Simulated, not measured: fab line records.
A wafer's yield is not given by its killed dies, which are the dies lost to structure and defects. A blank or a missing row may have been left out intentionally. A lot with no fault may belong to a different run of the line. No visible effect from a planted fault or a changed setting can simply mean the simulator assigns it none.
Which of the tools did it? | flow n5_finfet | 72 wafers from 24 lots sampled at 6 of the route's 1938 steps

WHAT THE GAUGES SHOWED, per wafer
N5_FIN_SAQP_CD_MEAS_37: the cd target is 8 nm.
lot  | measured    | on        | cd_nm (nm)
L074 | day 2 02:11 | cd_sem-02 | 8.63 8.00 7.63
L075 | day 2 08:04 | cd_sem-01 | 8.47 7.75 8.51
L076 | day 2 15:19 | cd_sem-03 | 8.08 8.31 8.28
L077 | day 2 20:53 | cd_sem-01 | 8.09 8.19 8.28
L078 | day 3 01:59 | cd_sem-01 | 8.10 8.26 8.23
L079 | day 3 08:46 | cd_sem-01 | 8.01 8.24 8.37
L080 | day 3 13:37 | cd_sem-03 | 7.41 8.36 8.25
L081 | day 3 19:53 | cd_sem-01 | 8.38 8.31 8.63
L082 | day 4 04:09 | cd_sem-01 | 7.80 7.60 8.31
L083 | day 4 08:24 | cd_sem-01 | 8.02 8.02 8.09
L084 | day 4 15:11 | cd_sem-02 | 8.01 8.36 7.94
L085 | day 4 21:24 | cd_sem-02 | 8.47 8.16 7.82
L086 | day 5 03:38 | cd_sem-01 | 8.56 7.95 8.07
L087 | day 5 08:46 | cd_sem-02 | 8.35 7.99 8.00
L088 | day 5 13:44 | cd_sem-01 | 8.14 8.17 8.58
L089 | day 5 20:03 | cd_sem-01 | 8.34 8.09 8.29
L090 | day 6 02:10 | cd_sem-01 | 8.20 8.04 8.07
L091 | day 6 08:19 | cd_sem-02 | 7.95 8.08 7.78
L092 | day 6 15:01 | cd_sem-01 | 8.19 8.19 8.39
L093 | day 6 22:05 | cd_sem-02 | 8.09 8.65 8.07
L094 | day 7 04:26 | cd_sem-01 | 7.87 8.66 8.26
L095 | day 7 16:14 | cd_sem-01 | 8.65 8.21 8.72
L096 | day 7 16:56 | cd_sem-01 | 8.29 8.37 8.69
L097 | day 7 23:19 | cd_sem-01 | 8.05 8.17 7.77

N5_FIN_CUT_OVL_MEAS_09.
lot  | measured    | on         | FIN_CUT_OVL (nm)
L074 | day 2 02:47 | overlay-01 | 0.6 0.8 0.1
L075 | day 2 08:31 | overlay-02 | -0.8 -0.1 -0.1
L076 | day 2 15:47 | overlay-01 | -0.6 0.0 -0.6
L077 | day 2 21:20 | overlay-01 | 0.4 0.6 0.5
L078 | day 3 02:34 | overlay-02 | -0.9 0.4 -0.8
L079 | day 3 09:21 | overlay-01 | 1.2 0.1 0.5
L080 | day 3 14:05 | overlay-01 | -1.6 -1.0 -0.6
L081 | day 3 20:29 | overlay-02 | 1.0 0.6 1.0
L082 | day 4 04:37 | overlay-01 | 0.9 1.4 0.7
L083 | day 4 08:52 | overlay-01 | 0.8 0.5 0.1
L084 | day 4 15:47 | overlay-01 | 0.0 0.3 0.0
L085 | day 4 21:52 | overlay-01 | 0.5 -0.2 -0.2
L086 | day 5 04:05 | overlay-02 | -0.3 0.1 -0.6
L087 | day 5 09:14 | overlay-02 | -0.4 0.3 0.3
L088 | day 5 14:20 | overlay-01 | -0.6 -0.1 0.2
L089 | day 5 20:31 | overlay-02 | -0.3 0.8 -0.1
L090 | day 6 02:38 | overlay-02 | -1.7 -1.5 -2.0
L091 | day 6 08:54 | overlay-02 | 0.2 0.4 0.7
L092 | day 6 15:37 | overlay-02 | -0.6 -0.3 -0.4
L093 | day 6 22:41 | overlay-02 | 0.2 0.9 0.9
L094 | day 7 04:54 | overlay-01 | 0.3 -0.5 0.7
L095 | day 7 16:49 | overlay-02 | 0.2 -0.3 0.2
L096 | day 7 17:24 | overlay-01 | 0.8 -0.5 0.4
L097 | day 7 23:47 | overlay-02 | 0.0 -0.7 -1.1

N5_FIN_CUT_INSPECT_17: inspects for defects (brightfield).
lot  | measured    | on                | raw_defect_count
L074 | day 2 03:58 | defect_inspect-02 | 220 226 268
L075 | day 2 09:32 | defect_inspect-01 | 236 242 238
L076 | day 2 17:02 | defect_inspect-01 | 191 223 191
L077 | day 2 22:22 | defect_inspect-02 | 172 213 168
L078 | day 3 03:36 | defect_inspect-02 | 276 287 320
L079 | day 3 10:21 | defect_inspect-02 | 272 219 191
L080 | day 3 15:05 | defect_inspect-02 | 283 162 136
L081 | day 3 21:34 | defect_inspect-02 | 261 347 200
L082 | day 4 05:43 | defect_inspect-02 | 277 174 195
L083 | day 4 09:52 | defect_inspect-01 | 264 165 259
L084 | day 4 17:04 | defect_inspect-02 | 237 192 308
L085 | day 4 22:52 | defect_inspect-02 | 257 179 213
L086 | day 5 05:07 | defect_inspect-02 | 155 175 206
L087 | day 5 10:14 | defect_inspect-01 | 118 219 232
L088 | day 5 15:26 | defect_inspect-02 | 188 251 265
L089 | day 5 21:33 | defect_inspect-02 | 157 223 171
L090 | day 6 03:38 | defect_inspect-01 | 328 194 351
L091 | day 6 10:02 | defect_inspect-02 | 239 190 263
L092 | day 6 16:37 | defect_inspect-01 | 148 252 245
L093 | day 6 23:41 | defect_inspect-02 | 339 196 249
L094 | day 7 05:58 | defect_inspect-01 | 292 225 264
L095 | day 7 17:50 | defect_inspect-02 | 315 229 231
L096 | day 7 18:24 | defect_inspect-02 | 279 285 174
L097 | day 8 00:47 | defect_inspect-01 | 185 298 277

EACH LOT AND THE TOOL THAT RAN IT (in order: tool; ch and the chambers of the sampled wafers; start)
lot  | N5_FIN_SAQP_HM_OPEN_33            | N5_FIN_SAQP_ETCH_64             | N5_FIN_CUT_ETCH_20
L074 | rie_diel-05 ch 0,2,3, day 2 01:47 | rie_si-06 ch 0,2,3, day 2 02:03 | rie_diel-04 ch 0,1,3, day 2 03:06
L075 | rie_diel-01 ch 0,1,3, day 2 07:39 | rie_si-01 ch 0,1,2, day 2 07:55 | rie_diel-02 ch 0,1, day 2 08:40
L076 | rie_diel-03 ch 1,3, day 2 14:55   | rie_si-05 ch 0,2, day 2 15:11   | rie_diel-02 ch 0,1, day 2 16:11
L077 | rie_diel-01 ch 0,1,3, day 2 20:28 | rie_si-05 ch 1,3, day 2 20:44   | rie_diel-02 ch 0,1, day 2 21:29
L078 | rie_diel-03 ch 0,2,3, day 3 01:34 | rie_si-06 ch 0,2, day 3 01:50   | rie_diel-04 ch 0,1,3, day 3 02:44
L079 | rie_diel-01 ch 1,2,3, day 3 08:21 | rie_si-06 ch 2,3, day 3 08:37   | rie_diel-02 ch 0,2,3, day 3 09:29
L080 | rie_diel-01 ch 0,2,3, day 3 13:13 | rie_si-06 ch 1,2,3, day 3 13:29 | rie_diel-06 ch 0,1,2, day 3 14:14
L081 | rie_diel-01 ch 2,3, day 3 19:29   | rie_si-06 ch 0,1,2, day 3 19:44 | rie_diel-02 ch 0,1,3, day 3 20:38
L082 | rie_diel-05 ch 1,2, day 4 03:45   | rie_si-01 ch 0,1,2, day 4 04:01 | rie_diel-02 ch 0,2,3, day 4 04:50
L083 | rie_diel-01 ch 0, day 4 07:55     | rie_si-06 ch 2,3, day 4 08:16   | rie_diel-06 ch 1,2,3, day 4 09:01
L084 | rie_diel-05 ch 1,2, day 4 14:46   | rie_si-06 ch 0,3, day 4 15:02   | rie_diel-06 ch 1,2, day 4 16:13
L085 | rie_diel-01 ch 0,1,3, day 4 20:59 | rie_si-05 ch 0,1, day 4 21:16   | rie_diel-02 ch 1,3, day 4 22:00
L086 | rie_diel-03 ch 0,1,2, day 5 03:13 | rie_si-06 ch 0,2,3, day 5 03:29 | rie_diel-04 ch 2,3, day 5 04:15
L087 | rie_diel-05 ch 0,1, day 5 08:21   | rie_si-06 ch 1,2,3, day 5 08:37 | rie_diel-04 ch 2,3, day 5 09:22
L088 | rie_diel-03 ch 1,2, day 5 13:20   | rie_si-05 ch 1,2,3, day 5 13:36 | rie_diel-06 ch 0,1, day 5 14:28
L089 | rie_diel-05 ch 1,2, day 5 19:39   | rie_si-06 ch 2,3, day 5 19:55   | rie_diel-04 ch 1,2,3, day 5 20:40
L090 | rie_diel-05 ch 1,2, day 6 01:46   | rie_si-06 ch 2,3, day 6 02:02   | rie_diel-06 ch 1,2,3, day 6 02:47
L091 | rie_diel-05 ch 1,2,3, day 6 07:55 | rie_si-06 ch 0,2,3, day 6 08:10 | rie_diel-02 ch 0,1,2, day 6 09:03
L092 | rie_diel-03 ch 0,1,2, day 6 14:37 | rie_si-01 ch 0,1,2, day 6 14:53 | rie_diel-04 ch 0,1,2, day 6 15:45
L093 | rie_diel-05 ch 0,3, day 6 21:40   | rie_si-06 ch 0,2,3, day 6 21:56 | rie_diel-02 ch 0,1,3, day 6 22:49
L094 | rie_diel-03 ch 0,1,2, day 7 04:02 | rie_si-01 ch 1,3, day 7 04:17   | rie_diel-06 ch 0,1,2, day 7 05:03
L095 | rie_diel-03 ch 1,2, day 7 15:49   | rie_si-01 ch 0,3, day 7 16:05   | rie_diel-04 ch 0,1,2, day 7 16:58
L096 | rie_diel-03 ch 1,2, day 7 16:31   | rie_si-01 ch 2,3, day 7 16:47   | rie_diel-06 ch 0,1,2, day 7 17:32
L097 | rie_diel-03 ch 0,2, day 7 22:55   | rie_si-05 ch 2,3, day 7 23:11   | rie_diel-02 ch 0,3, day 7 23:56
- N5_FIN_SAQP_HM_OPEN_33: chemistry CH3F/O2, target SiNx, target depth 49.4 nm, time 70.6 s.
- N5_FIN_SAQP_ETCH_64: etches SiO2 in CF4, target depth 1.5 nm.
- N5_FIN_CUT_ETCH_20: etches SiARC in CF4, target depth 26 nm, time 43.3 s.

WHAT THE TOOLS THEMSELVES READ (means of the sampled wafers that have a number; where no wafer has one, the mark that the record gives instead)
N5_FIN_SAQP_HM_OPEN_33.
lot  | tool        | drypump_motor_current_A (A) | etch_rf_on_time_s (s) | oes_product_au (a.u.) | rf_fwd_power_W (W) | rf_vpp_V (V) | showerhead_plenum_p_Torr (Torr) | throttle_valve_pct (%)
L074 | rie_diel-05 | 6.1                         | 69.0                  | 0.64                  | 388.8              | 293          | 1.97                            | 16.34
L075 | rie_diel-01 | 5.7                         | 69.4                  | 0.65                  | 391.8              | 299          | 2.02                            | 16.53
L076 | rie_diel-03 | 5.8                         | 67.1                  | 0.61                  | 390.6              | 297          | 1.95                            | 16.30
L077 | rie_diel-01 | 5.6                         | 70.4                  | 0.64                  | 388.9              | 298          | 2.02                            | 16.54
L078 | rie_diel-03 | 5.5                         | 69.4                  | 0.62                  | 390.8              | 298          | 2.00                            | 16.56
L079 | rie_diel-01 | 5.8                         | 70.5                  | 0.67                  | 390.5              | 300          | 2.00                            | 16.49
L080 | rie_diel-01 | 5.4                         | 68.5                  | 0.72                  | 392.0              | 298          | 2.02                            | 16.38
L081 | rie_diel-01 | 5.6                         | 69.3                  | 0.74                  | 392.2              | 300          | 1.99                            | 16.34
L082 | rie_diel-05 | 5.7                         | 71.4                  | 0.61                  | 389.6              | 296          | 2.01                            | 16.48
L083 | rie_diel-01 | 5.2                         | 68.0                  | 0.72                  | 389.2              | 301          | 2.10                            | 16.19
L084 | rie_diel-05 | 5.9                         | 70.1                  | 0.63                  | 389.7              | 300          | 2.05                            | 16.50
L085 | rie_diel-01 | 5.6                         | 68.4                  | 0.72                  | 390.4              | 299          | 2.02                            | 16.40
L086 | rie_diel-03 | 5.8                         | 71.4                  | 0.60                  | 391.0              | 298          | 2.02                            | 16.46
L087 | rie_diel-05 | 5.9                         | 68.7                  | 0.60                  | 390.6              | 288          | 1.92                            | 16.36
L088 | rie_diel-03 | 5.5                         | 68.1                  | 0.60                  | 389.8              | 296          | 1.98                            | 16.53
L089 | rie_diel-05 | 5.7                         | 71.8                  | 0.60                  | 389.9              | 296          | 2.01                            | 16.51
L090 | rie_diel-05 | 5.7                         | 70.9                  | 0.60                  | 389.1              | 296          | 2.01                            | 16.51
L091 | rie_diel-05 | 5.9                         | 69.5                  | 0.61                  | 390.0              | 294          | 1.98                            | 16.46
L092 | rie_diel-03 | 5.8                         | 69.0                  | 0.59                  | 390.3              | 297          | 2.01                            | 16.49
L093 | rie_diel-05 | 6.1                         | 68.4                  | 0.62                  | 390.9              | 287          | 1.89                            | 16.32
L094 | rie_diel-03 | 5.8                         | 70.1                  | 0.59                  | 390.3              | 297          | 2.01                            | 16.50
L095 | rie_diel-03 | 5.8                         | 68.2                  | 0.58                  | 389.8              | 295          | 1.97                            | 16.41
L096 | rie_diel-03 | 5.5                         | 69.2                  | 0.58                  | 391.1              | 295          | 1.98                            | 16.58
L097 | rie_diel-03 | 5.9                         | 69.3                  | 0.59                  | 388.7              | 298          | 2.04                            | 16.63

N5_FIN_SAQP_ETCH_64.
lot  | tool      | drypump_motor_current_A (A) | oes_product_au (a.u.) | rf_fwd_power_W (W) | throttle_valve_pct (%)
L074 | rie_si-06 | 5.7                         | 1.008                 | 780                | 21.86
L075 | rie_si-01 | 5.0                         | 1.020                 | 784                | 21.64
L076 | rie_si-05 | 6.3                         | 1.036                 | 790                | 21.78
L077 | rie_si-05 | 5.6                         | 0.972                 | 786                | 21.48
L078 | rie_si-06 | 5.1                         | 1.032                 | 785                | 21.86
L079 | rie_si-06 | 6.2                         | 1.033                 | 781                | 21.91
L080 | rie_si-06 | 5.7                         | 1.016                 | 784                | 21.76
L081 | rie_si-06 | 5.2                         | 1.000                 | 786                | 21.70
L082 | rie_si-01 | 5.0                         | 1.002                 | 785                | 21.64
L083 | rie_si-06 | 5.7                         | 1.045                 | 781                | 21.91
L084 | rie_si-06 | 6.2                         | 1.011                 | 784                | 21.87
L085 | rie_si-05 | 5.6                         | 0.983                 | 788                | 21.78
L086 | rie_si-06 | 5.7                         | 1.011                 | 780                | 21.85
L087 | rie_si-06 | 5.7                         | 1.023                 | 783                | 21.75
L088 | rie_si-05 | 5.8                         | 1.007                 | 787                | 21.56
L089 | rie_si-06 | 6.2                         | 1.034                 | 782                | 21.91
L090 | rie_si-06 | 5.6                         | 1.029                 | 781                | 21.91
L091 | rie_si-06 | 5.7                         | 1.016                 | 782                | 21.86
L092 | rie_si-01 | 5.0                         | 1.003                 | 785                | 21.62
L093 | rie_si-06 | 5.7                         | 1.016                 | 783                | 21.85
L094 | rie_si-01 | 5.2                         | 1.007                 | 789                | 21.46
L095 | rie_si-01 | 5.4                         | 1.012                 | 784                | 21.72
L096 | rie_si-01 | 5.5                         | 0.987                 | 787                | 21.63
L097 | rie_si-05 | 5.5                         | 1.019                 | 790                | 21.60

N5_FIN_CUT_ETCH_20.
lot  | tool        | drypump_motor_current_A (A) | etch_rf_on_time_s (s) | oes_product_au (a.u.) | rf_fwd_power_W (W) | rf_vpp_V (V) | showerhead_plenum_p_Torr (Torr) | throttle_valve_pct (%)
L074 | rie_diel-04 | 5.5                         | 43.3                  | 0.73                  | 535.4              | 184.9        | 2.20                            | 15.45
L075 | rie_diel-02 | 5.4                         | 44.3                  | 0.66                  | 533.3              | 184.6        | 2.14                            | 15.66
L076 | rie_diel-02 | 5.4                         | 44.1                  | 0.66                  | 533.6              | 183.9        | 2.14                            | 15.66
L077 | rie_diel-02 | 5.5                         | 44.3                  | 0.65                  | 531.4              | 183.7        | 2.14                            | 15.66
L078 | rie_diel-04 | 5.5                         | 42.7                  | 0.72                  | 537.0              | 185.2        | 2.20                            | 15.47
L079 | rie_diel-02 | 5.5                         | 44.3                  | 0.63                  | 535.0              | 184.5        | 2.19                            | 15.67
L080 | rie_diel-06 | 5.4                         | 43.6                  | 0.65                  | 536.6              | 184.1        | 2.17                            | 15.67
L081 | rie_diel-02 | 5.3                         | 44.4                  | 0.66                  | 535.7              | 185.0        | 2.17                            | 15.55
L082 | rie_diel-02 | 5.5                         | 44.4                  | 0.62                  | 535.5              | 184.4        | 2.19                            | 15.70
L083 | rie_diel-06 | 5.8                         | 43.0                  | 0.64                  | 535.2              | 185.0        | 2.16                            | 15.79
L084 | rie_diel-06 | 5.7                         | 43.4                  | 0.66                  | 533.9              | 185.3        | 2.17                            | 15.81
L085 | rie_diel-02 | 5.2                         | 43.8                  | 0.67                  | 535.3              | 184.8        | 2.20                            | 15.44
L086 | rie_diel-04 | 5.1                         | 42.8                  | 0.76                  | 536.1              | 184.4        | 2.13                            | 15.59
L087 | rie_diel-04 | 5.2                         | 43.0                  | 0.74                  | 538.8              | 183.7        | 2.15                            | 15.52
L088 | rie_diel-06 | 5.3                         | 43.1                  | 0.64                  | 536.6              | 184.1        | 2.20                            | 15.70
L089 | rie_diel-04 | 5.5                         | 43.3                  | 0.71                  | 536.7              | 185.2        | 2.17                            | 15.56
L090 | rie_diel-06 | 5.9                         | 42.5                  | 0.64                  | 534.6              | 183.9        | 2.16                            | 15.81
L091 | rie_diel-02 | 5.8                         | 44.3                  | 0.62                  | 535.5              | 184.0        | 2.16                            | 15.76
L092 | rie_diel-04 | 5.4                         | 43.2                  | 0.70                  | 536.1              | 184.4        | 2.16                            | 15.60
L093 | rie_diel-02 | 5.3                         | 44.2                  | 0.64                  | 534.9              | 184.2        | 2.16                            | 15.59
L094 | rie_diel-06 | 5.4                         | 43.3                  | 0.63                  | 534.0              | 183.4        | 2.17                            | 15.72
L095 | rie_diel-04 | 5.4                         | 42.8                  | 0.69                  | 536.0              | 183.5        | 2.16                            | 15.61
L096 | rie_diel-06 | 5.4                         | 42.9                  | 0.63                  | 535.1              | 184.6        | 2.16                            | 15.72
L097 | rie_diel-02 | 5.1                         | 45.7                  | 0.62                  | 534.4              | 184.3        | 2.19                            | 15.57

THE ANSWER, worked out from the rows above alone
Rule: what is usual is taken from the lots themselves. The widest of any qualifying gaps counts: lots, ordered by their means at a reading, are off when they make up no more than a third of the lots, leave a main group of 4 or more, and stand apart from it by 3 or more times the standard deviation of that group's means. A main group is skipped when, at the precision printed for the reading in the tables above, its means are all equal. Also off: a lot with no number at a reading for which 4 or more lots have one. Where the step has rows for the other lots, those lots are counted as sound. After the gauges, taken in route order, come the tools' own readings; for these a lot's mean is taken, as printed above. At the first step where some lot is off, the reading lying furthest off is the one used; lots without a number count as furthest.
Across all readings shown, no lot is off: no conclusion can be drawn from this.

WHAT HAD BEEN PUT IN BY THE SIMULATOR
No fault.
